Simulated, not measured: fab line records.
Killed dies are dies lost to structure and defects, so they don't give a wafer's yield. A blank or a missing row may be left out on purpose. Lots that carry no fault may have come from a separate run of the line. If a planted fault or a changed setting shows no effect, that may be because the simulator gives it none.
fab line records	flow n5_finfet	part 1 of 2: steps 1 to 4 of 6
record lots=24	wafers=72	last_day=18
route steps=1938 shown FIN_CUT@175 STI_FIN_REVEAL@183 DUMMY_GATE@240
lots with no fault: from the same line, run without faults
start_h: start of the lot's first displayed wafer, in hours after the record's first day	wait_h: hours since the lot's step before	" same as the row above	L1.1+2: a single row standing in for several wafers	- value missing, or start not given	* or withheld: withheld	< > ~ a bound
route shown NAME@n: NAME is a module with steps in the file, n the number in the route of the first one	usual: mean and standard deviation over wafers with no fault	same: alike in all rows	chamber/n: place in a boat	sites: readings site by site	_std_site: standard deviation of those values	_edge_site: inner sites' mean taken away from outer sites' mean	radius_mm: for every site, how far away it sits from the centre of the wafer	mask NAME#n: copy n	behind: the tool/chamber that last shaped the wafer	hold: what put the lot on hold/how long, in hours/how the hold closed	device: transistor that didn't switch, given as n, p or np	end of line: the tests these same wafers got at the end of their route	step lacking rows: just its recipe	killed: the dies lost at the first sort to structure and to defects; this is not the yield of the wafer	map: per-die view of a wafer (x killed, . not killed, _ where there is no die)
set.NAME: setting as actually run; set.NAME@STEP: the setting as run at that earlier step	model.NAME: the simulator's own value behind a step, which no gauge read
the route's steps for a sample of lots (tables are steps, rows are wafers)
services: when a tool's chamber went out of use (start_h, in hours from the record's first day, below 0 if earlier), for how many hours, and the reason
## steps
# step N5_FIN_CUT_PRECLEAN_35
# recipe time_s=13.3	temp_c=45	pressure_torr=125	p_hf_torr=3	p_coreactant_torr=25	chemistry=vHF
# usual drypump_motor_current_A=5.4/0.51
lot.wafer	tool	chamber	start_h	wait_h	drypump_motor_current_A
L074.3	vapor_etch-01	1	26.98	0.1	5.9
L074.4	"	0	"	"	4.7
L074.6	"	0	"	"	4.7
L075.1	vapor_etch-02	0	33.84	0.0	5.8
L075.3	"	0	"	"	5.8
L075.5	"	0	"	"	5.8
L076.1	vapor_etch-01	1	39.58	0.0	6.0
L076.4	"	0	"	"	4.7
L076.6	"	0	"	"	4.7
L077.3	vapor_etch-01	1	46.03	0.1	6.0
L077.4	"	0	"	"	4.7
L077.6	"	0	"	"	4.7
L078.2	vapor_etch-01	1	52.49	0.0	5.9
L078.3	"	1	"	"	6.0
L078.6	"	0	"	"	4.7
L079.1	vapor_etch-02	1	57.08	0.0	5.3
L079.4	"	0	"	"	5.8
L079.6	"	0	"	"	5.8
L080.4	vapor_etch-02	0	63.03	0.1	5.8
L080.5	"	1	"	"	5.3
L080.6	"	0	"	"	5.8
L081.3	vapor_etch-01	1	70.38	0.1	6.0
L081.5	"	0	"	"	4.7
L081.6	"	1	"	"	6.0
L082.2	vapor_etch-01	1	75.18	0.1	5.9
L082.4	"	1	"	"	5.9
L082.5	"	0	"	"	4.7
L083.1	vapor_etch-01	0	82.85	0.0	4.7
L083.4	"	0	"	"	4.7
L083.6	"	0	"	"	4.7
L084.1	vapor_etch-01	0	90.04	0.0	4.7
L084.4	"	1	"	"	6.0
L084.6	"	0	"	"	4.7
L085.1	vapor_etch-02	0	94.71	0.0	5.8
L085.2	"	1	"	"	5.3
L085.3	"	1	"	"	5.3
L086.2	vapor_etch-02	0	101.98	0.0	5.8
L086.3	"	0	"	"	5.8
L086.4	"	1	"	"	5.3
L087.1	vapor_etch-01	1	107.52	0.1	6.0
L087.3	"	1	"	"	6.0
L087.5	"	1	"	"	6.0
L088.1	vapor_etch-01	1	115.42	0.0	6.0
L088.4	"	0	"	"	4.7
L088.5	"	1	"	"	5.9
L089.1	vapor_etch-02	1	120.70	0.2	5.3
L089.5	"	1	"	"	5.3
L089.6	"	0	"	"	5.8
L090.1	vapor_etch-02	0	125.73	0.1	5.8
L090.3	"	1	"	"	5.3
L090.6	"	1	"	"	5.3
L091.1	vapor_etch-02	1	130.33	0.0	5.3
L091.2	"	0	"	"	5.8
L091.4	"	0	"	"	5.8
L092.1	vapor_etch-02	0	136.47	0.0	5.8
L092.2	"	1	"	"	5.3
L092.3	"	1	"	"	5.3
L093.1	vapor_etch-02	0	142.67	0.0	5.8
L093.3	"	1	"	"	5.3
L093.4	"	0	"	"	5.8
L094.3	vapor_etch-01	0	148.47	0.1	4.7
L094.4	"	1	"	"	5.9
L094.6	"	0	"	"	4.7
L095.2	vapor_etch-02	1	153.41	0.0	5.3
L095.5	"	0	"	"	5.8
L095.6	"	1	"	"	5.3
L096.3	vapor_etch-01	0	159.90	0.1	4.7
L096.5	"	1	"	"	6.0
L096.6	"	0	"	"	4.7
L097.2	vapor_etch-01	0	166.61	0.0	4.7
L097.3	"	1	"	"	6.0
L097.5	"	0	"	"	4.7
# step N5_FIN_CUT_STRIP_22
# recipe chemistry=N2/H2	power_w=500	temp_c=40	pressure_mtorr=50	rf_frequency_hz=6e+07	overash_fraction=0.3	bias_power_w=8	h2_frac=0.5	n2_flow_sccm=300	h2_flow_sccm=300
# usual drypump_motor_current_A=5.6/0.38	oes_product_au=0.79/0.09	rf_vpp_V=53.8/2.2	showerhead_plenum_p_Torr=3.33/0.079	throttle_valve_pct=19.2/0.53
# same overash_fraction=0.3
lot.wafer	tool	chamber	start_h	wait_h	drypump_motor_current_A	oes_product_au	rf_hours_counter_h	rf_vpp_V	showerhead_plenum_p_Torr	throttle_valve_pct
L074.3	rie_diel-06	0	27.17	0.0	5.2	0.89	28	51.9	3.27	18.3
L074.4	"	0	"	"	5.2	0.89	-	53.2	3.27	18.4
L074.6	"	1	"	"	5.7	0.79	-	57.9	3.37	18.9
L075.1	rie_diel-04	3	34.04	0.0	5.1	0.99	0	56.8	3.31	19.0
L075.3	"	1	"	"	5.3	0.77	159	54.6	3.34	18.8
L075.5	"	1	"	"	5.3	0.75	-	54.4	3.34	18.8
L076.1	rie_diel-04	2	39.78	0.0	5.7	0.72	189	54.8	3.23	20.0
L076.4	"	0	"	"	5.9	0.75	143	49.1	3.39	19.4
L076.6	"	1	"	"	5.3	0.76	-	57.7	3.34	18.8
L077.3	rie_diel-04	1	46.21	0.0	5.3	0.78	163	51.6	3.34	18.8
L077.4	"	0	"	"	5.9	0.76	145	53.8	3.39	19.4
L077.6	"	3	"	"	5.2	0.97	-	50.9	3.31	19.1
L078.2	rie_diel-04	1	52.73	0.1	5.3	0.74	165	58.2	3.34	18.8
L078.3	"	2	"	"	5.7	0.71	194	54.0	3.23	20.0
L078.6	"	3	"	"	5.2	0.96	-	54.1	3.30	19.0
L079.1	rie_diel-03	3	57.29	0.0	6.3	0.98	9	54.4	3.48	20.3
L079.4	"	2	"	"	5.3	0.71	217	49.6	3.35	18.8
L079.6	"	0	"	"	5.1	0.74	-	52.2	3.38	19.1
L080.4	rie_diel-04	1	63.21	0.0	5.3	0.74	168	53.6	3.34	18.8
L080.5	"	2	"	"	5.7	0.74	-	50.2	3.22	20.0
L080.6	"	3	"	"	5.2	0.93	-	54.4	3.30	19.0
L081.3	rie_diel-04	3	70.57	0.1	5.2	0.93	11	51.8	3.30	19.1
L081.5	"	2	"	"	5.7	0.70	-	54.2	3.22	20.0
L081.6	"	3	"	"	5.2	0.92	-	55.0	3.30	19.0
L082.2	rie_diel-04	2	75.39	0.1	5.7	0.74	199	54.7	3.22	20.0
L082.4	"	0	"	"	5.9	0.74	153	52.5	3.38	19.5
L082.5	"	3	"	"	5.1	0.94	-	50.8	3.30	19.1
L083.1	rie_diel-03	0	83.21	0.2	5.1	0.74	166	54.9	3.37	19.1
L083.4	"	1	"	"	5.4	0.70	247	55.6	3.16	19.2
L083.6	"	3	"	"	6.4	0.93	-	52.1	3.48	20.3
L084.1	rie_diel-06	1	90.26	0.0	5.7	0.77	145	49.9	3.36	18.9
L084.4	"	2	"	"	6.1	0.71	193	55.5	3.33	18.8
L084.6	"	3	"	"	6.2	0.93	-	53.8	3.44	19.1
L085.1	rie_diel-03	3	94.91	0.0	6.4	0.96	20	56.2	3.47	20.3
L085.2	"	0	"	"	5.1	0.74	169	56.9	3.37	19.1
L085.3	"	2	"	"	5.3	0.69	228	51.0	3.34	18.8
L086.2	rie_diel-06	0	102.18	0.0	5.2	0.84	46	54.6	3.26	18.4
L086.3	"	2	"	"	6.0	0.72	197	51.6	3.32	18.8
L086.4	"	1	"	"	5.7	0.79	149	56.7	3.36	19.0
L087.1	rie_diel-04	1	107.72	0.0	5.3	0.74	181	53.6	3.33	18.8
L087.3	"	0	"	"	5.9	0.74	162	56.7	3.38	19.5
L087.5	"	2	"	"	5.7	0.73	-	59.1	3.22	20.0
L088.1	rie_diel-04	0	115.62	0.0	5.9	0.73	165	53.8	3.38	19.5
L088.4	"	3	"	"	5.2	0.90	23	54.3	3.29	19.0
L088.5	"	2	"	"	5.7	0.72	-	56.3	3.22	20.0
L089.1	rie_diel-06	2	120.90	0.0	6.0	0.72	201	55.4	3.32	18.8
L089.5	"	1	"	"	5.7	0.77	-	55.9	3.36	19.0
L089.6	"	0	"	"	5.2	0.85	-	52.8	3.25	18.4
L090.1	rie_diel-06	1	125.94	0.0	5.7	0.78	155	54.4	3.36	19.0
L090.3	"	2	"	"	6.1	0.72	202	54.4	3.32	18.7
L090.6	"	0	"	"	5.2	0.85	-	49.2	3.25	18.4
L091.1	rie_diel-06	3	130.53	0.0	6.2	0.93	22	52.1	3.43	19.1
L091.2	"	1	"	"	5.7	0.76	156	52.8	3.36	19.0
L091.4	"	2	"	"	6.1	0.70	203	54.1	3.32	18.8
L092.1	rie_diel-04	1	136.72	0.1	5.2	0.74	191	55.3	3.33	18.9
L092.2	"	3	"	"	5.1	0.88	29	51.2	3.29	19.1
L092.3	"	0	"	"	5.9	0.72	172	52.7	3.37	19.5
L093.1	rie_diel-06	1	142.87	0.0	5.7	0.77	161	52.2	3.35	19.0
L093.3	"	2	"	"	6.1	0.70	208	55.2	3.32	18.8
L093.4	"	1	"	"	5.7	0.79	-	48.7	3.35	19.0
L094.3	rie_diel-06	1	148.65	0.0	5.7	0.76	163	52.7	3.35	19.0
L094.4	"	2	"	"	6.1	0.70	210	53.1	3.32	18.8
L094.6	"	0	"	"	5.2	0.84	-	52.1	3.25	18.4
L095.2	rie_diel-03	2	153.72	0.2	5.3	0.66	248	56.1	3.33	18.9
L095.5	"	2	"	"	5.3	0.66	-	52.6	3.33	18.8
L095.6	"	1	"	"	5.4	0.93	-	52.2	3.55	18.9
L096.3	rie_diel-03	2	160.08	0.0	5.3	0.66	250	51.7	3.33	18.8
L096.5	"	1	"	"	5.4	0.92	-	51.8	3.55	18.9
L096.6	"	0	"	"	5.1	0.74	-	53.0	3.36	19.2
L097.2	rie_diel-04	1	166.81	0.0	5.2	0.73	201	53.8	3.32	18.9
L097.3	"	0	"	"	5.9	0.73	182	53.0	3.37	19.5
L097.5	"	0	"	"	5.9	0.74	-	52.5	3.37	19.5
# step N5_STI_FIN_REVEAL_ALD_00
# recipe material=SiO2	target_thk_a=10	temp_c=300	ald_precursor_family=BDEAS	ald_co_reactant=O2-plasma	pulse_time_s=1	pressure_torr=2
# usual heater_power_w=467/39	precursor_pulse_height_rel=1.002/0.02
lot.wafer	tool	chamber	start_h	wait_h	heater_power_w	precursor_pulse_height_rel
L074.3	ald_sin-01	2	27.36	0.0	446	0.989
L074.4	"	3	"	"	431	1.016
L074.6	"	3	"	"	444	0.966
L075.1	ald_sin-04	2	34.24	0.0	518	0.985
L075.3	"	3	"	"	429	1.025
L075.5	"	2	"	"	506	0.988
L076.1	ald_sin-01	0	39.98	0.0	516	1.026
L076.4	"	1	"	"	478	0.966
L076.6	"	0	"	"	530	1.049
L077.3	ald_sin-01	0	46.41	0.0	531	1.006
L077.4	"	3	"	"	433	1.004
L077.6	"	3	"	"	439	1.049
L078.2	ald_sin-04	0	52.92	0.0	401	0.966
L078.3	"	2	"	"	528	0.995
L078.6	"	0	"	"	412	1.001
L079.1	ald_sin-01	2	57.48	0.0	471	1.010
L079.4	"	0	"	"	519	0.999
L079.6	"	1	"	"	479	0.961
L080.4	ald_sin-01	1	63.89	0.5	481	0.984
L080.5	"	2	"	"	466	1.027
L080.6	"	3	"	"	447	0.977
L081.3	ald_sin-02	3	70.77	0.0	488	0.997
L081.5	"	2	"	"	486	1.001
L081.6	"	1	"	"	414	1.037
L082.2	ald_sin-01	1	75.67	0.0	489	1.011
L082.4	"	2	"	"	457	0.973
L082.5	"	3	"	"	444	1.004
L083.1	ald_sin-02	2	83.40	0.0	474	1.017
L083.4	"	0	"	"	411	1.012
L083.6	"	1	"	"	424	0.981
L084.1	ald_sin-04	1	90.46	0.0	503	0.995
L084.4	"	2	"	"	514	1.016
L084.6	"	0	"	"	410	0.979
L085.1	ald_sin-01	2	96.68	1.6	463	0.997
L085.2	"	1	"	"	474	1.006
L085.3	"	3	"	"	438	1.013
L086.2	ald_sin-01	1	102.38	0.0	482	1.005
L086.3	"	3	"	"	448	0.989
L086.4	"	0	"	"	540	1.024
L087.1	ald_sin-01	3	107.92	0.0	443	1.009
L087.3	"	2	"	"	471	0.985
L087.5	"	0	"	"	532	1.004
L088.1	ald_sin-02	0	118.19	2.4	410	1.015
L088.4	"	1	"	"	427	0.994
L088.5	"	3	"	"	484	1.048
L089.1	ald_sin-02	0	121.10	0.0	408	0.986
L089.5	"	0	"	"	416	1.032
L089.6	"	3	"	"	469	1.003
L090.1	ald_sin-04	3	126.83	0.7	439	1.005
L090.3	"	0	"	"	411	1.027
L090.6	"	2	"	"	510	1.009
L091.1	ald_sin-02	2	130.73	0.0	478	0.966
L091.2	"	0	"	"	398	1.029
L091.4	"	3	"	"	481	1.018
L092.1	ald_sin-02	2	136.92	0.0	495	0.994
L092.2	"	0	"	"	433	0.987
L092.3	"	3	"	"	481	1.011
L093.1	ald_sin-02	0	143.07	0.0	408	1.010
L093.3	"	3	"	"	490	1.000
L093.4	"	1	"	"	425	1.016
L094.3	ald_sin-04	0	148.85	0.0	406	1.021
L094.4	"	2	"	"	520	0.999
L094.6	"	1	"	"	512	1.007
L095.2	ald_sin-01	0	153.92	0.0	530	0.993
L095.5	"	2	"	"	477	0.997
L095.6	"	3	"	"	436	0.990
L096.3	ald_sin-01	1	160.28	0.0	479	0.985
L096.5	"	1	"	"	490	1.012
L096.6	"	2	"	"	480	1.021
L097.2	ald_sin-04	0	167.02	0.0	407	0.998
L097.3	"	2	"	"	514	1.027
L097.5	"	1	"	"	503	0.985
# step N5_STI_FIN_REVEAL_OXIDATION_31
# recipe chemistry=O2_PLASMA_REMOTE	temp_c=150	time_s=20	pressure_mtorr=1000	source_power_w=2000	o2_flow_sccm=3000
# usual drypump_motor_current_A=6.24/0.27	heater_power_w=135/8.3	temp_c_max=150.58/0.24
lot.wafer	tool	chamber	start_h	wait_h	drypump_motor_current_A	heater_power_w	rf_hours_counter_h	temp_c_max
L074.3	plasma_asher-01	0	35.44	0.1	6.50	130	-	150.44
L074.4	"	1	"	"	6.49	141	-	150.30
L074.6	"	0	"	"	6.54	130	-	150.40
L075.1	plasma_asher-01	0	43.10	0.0	6.50	130	32	150.54
L075.3	"	1	"	"	6.52	136	-	150.59
L075.5	"	0	"	"	6.53	125	-	150.28
L076.1	plasma_asher-01	0	49.93	0.1	6.48	125	35	150.36
L076.4	"	1	"	"	6.49	143	-	150.41
L076.6	"	0	"	"	6.48	128	-	150.12
L077.3	plasma_asher-02	1	54.58	0.1	5.93	127	-	150.98
L077.4	"	0	"	"	6.02	146	-	150.61
L077.6	"	0	"	"	6.01	143	-	150.33
L078.2	plasma_asher-02	0	60.96	0.0	5.99	146	84	150.68
L078.3	"	0	"	"	6.00	149	-	150.58
L078.6	"	0	"	"	6.00	146	-	150.68
L079.1	plasma_asher-02	1	65.71	0.0	5.90	126	85	150.59
L079.4	"	1	"	"	5.93	125	-	150.81
L079.6	"	1	"	"	5.91	128	-	150.81
L080.4	plasma_asher-01	0	72.15	0.1	6.49	126	-	150.37
L080.5	"	1	"	"	6.51	139	-	150.68
L080.6	"	0	"	"	6.50	127	-	150.61
L081.3	plasma_asher-01	0	78.92	0.1	6.51	126	-	150.47
L081.5	"	1	"	"	6.50	140	-	150.79
L081.6	"	0	"	"	6.51	128	-	150.30
L082.2	plasma_asher-02	0	83.74	0.0	5.99	145	89	150.27
L082.4	"	0	"	"	5.98	144	-	150.15
L082.5	"	1	"	"	5.93	126	-	151.01
L083.1	plasma_asher-01	0	91.43	0.0	6.50	127	43	150.50
L083.4	"	0	"	"	6.49	128	-	150.55
L083.6	"	1	"	"	6.49	136	-	150.52
L084.1	plasma_asher-02	0	98.58	0.0	6.05	145	92	150.49
L084.4	"	0	"	"	6.01	146	-	150.28
L084.6	"	1	"	"	5.93	126	-	150.71
L085.1	plasma_asher-02	0	104.78	0.0	6.04	144	93	150.50
L085.2	"	1	"	"	5.96	126	93	151.11
L085.3	"	1	"	"	5.93	129	-	150.83
L086.2	plasma_asher-02	1	110.69	0.0	5.93	125	94	150.93
L086.3	"	1	"	"	5.91	127	-	151.06
L086.4	"	0	"	"	5.98	147	-	150.54
L087.1	plasma_asher-02	1	115.96	0.0	5.93	124	95	151.07
L087.3	"	0	"	"	6.01	145	-	150.55
L087.5	"	1	"	"	5.95	128	-	150.73
L088.1	plasma_asher-02	0	126.30	0.0	5.98	146	97	150.49
L088.4	"	1	"	"	5.93	126	-	151.24
L088.5	"	1	"	"	5.92	125	-	151.04
L089.1	plasma_asher-02	1	129.17	0.0	5.93	126	97	150.86
L089.5	"	0	"	"	5.99	143	-	150.43
L089.6	"	1	"	"	5.95	126	-	150.55
L090.1	plasma_asher-01	1	135.73	0.0	6.52	142	52	150.59
L090.3	"	1	"	"	6.52	141	-	150.68
L090.6	"	1	"	"	6.51	139	-	150.41
L091.1	plasma_asher-01	1	139.86	0.0	6.51	139	52	150.60
L091.2	"	0	"	"	6.52	129	52	150.41
L091.4	"	0	"	"	6.55	126	-	150.42
L092.1	plasma_asher-01	1	145.76	0.0	6.50	138	53	150.24
L092.2	"	0	"	"	6.55	126	53	150.42
L092.3	"	0	"	"	6.54	129	-	150.28
L093.1	plasma_asher-01	0	152.09	0.1	6.48	132	54	150.45
L093.3	"	0	"	"	6.52	127	-	150.45
L093.4	"	1	"	"	6.51	138	-	150.80
L094.3	plasma_asher-01	0	157.39	0.1	6.50	128	-	150.35
L094.4	"	1	"	"	6.50	142	-	150.35
L094.6	"	1	"	"	6.49	137	-	150.61
L095.2	plasma_asher-01	1	161.94	0.0	6.51	140	56	150.93
L095.5	"	1	"	"	6.50	135	-	150.38
L095.6	"	0	"	"	6.45	131	-	150.47
L096.3	plasma_asher-02	0	168.33	0.1	5.99	146	-	150.25
L096.5	"	0	"	"	6.02	145	-	150.49
L096.6	"	1	"	"	5.94	126	-	150.51
L097.2	plasma_asher-02	0	175.40	0.0	5.98	142	107	150.57
L097.3	"	1	"	"	5.94	124	-	150.44
L097.5	"	0	"	"	6.00	144	-	150.55
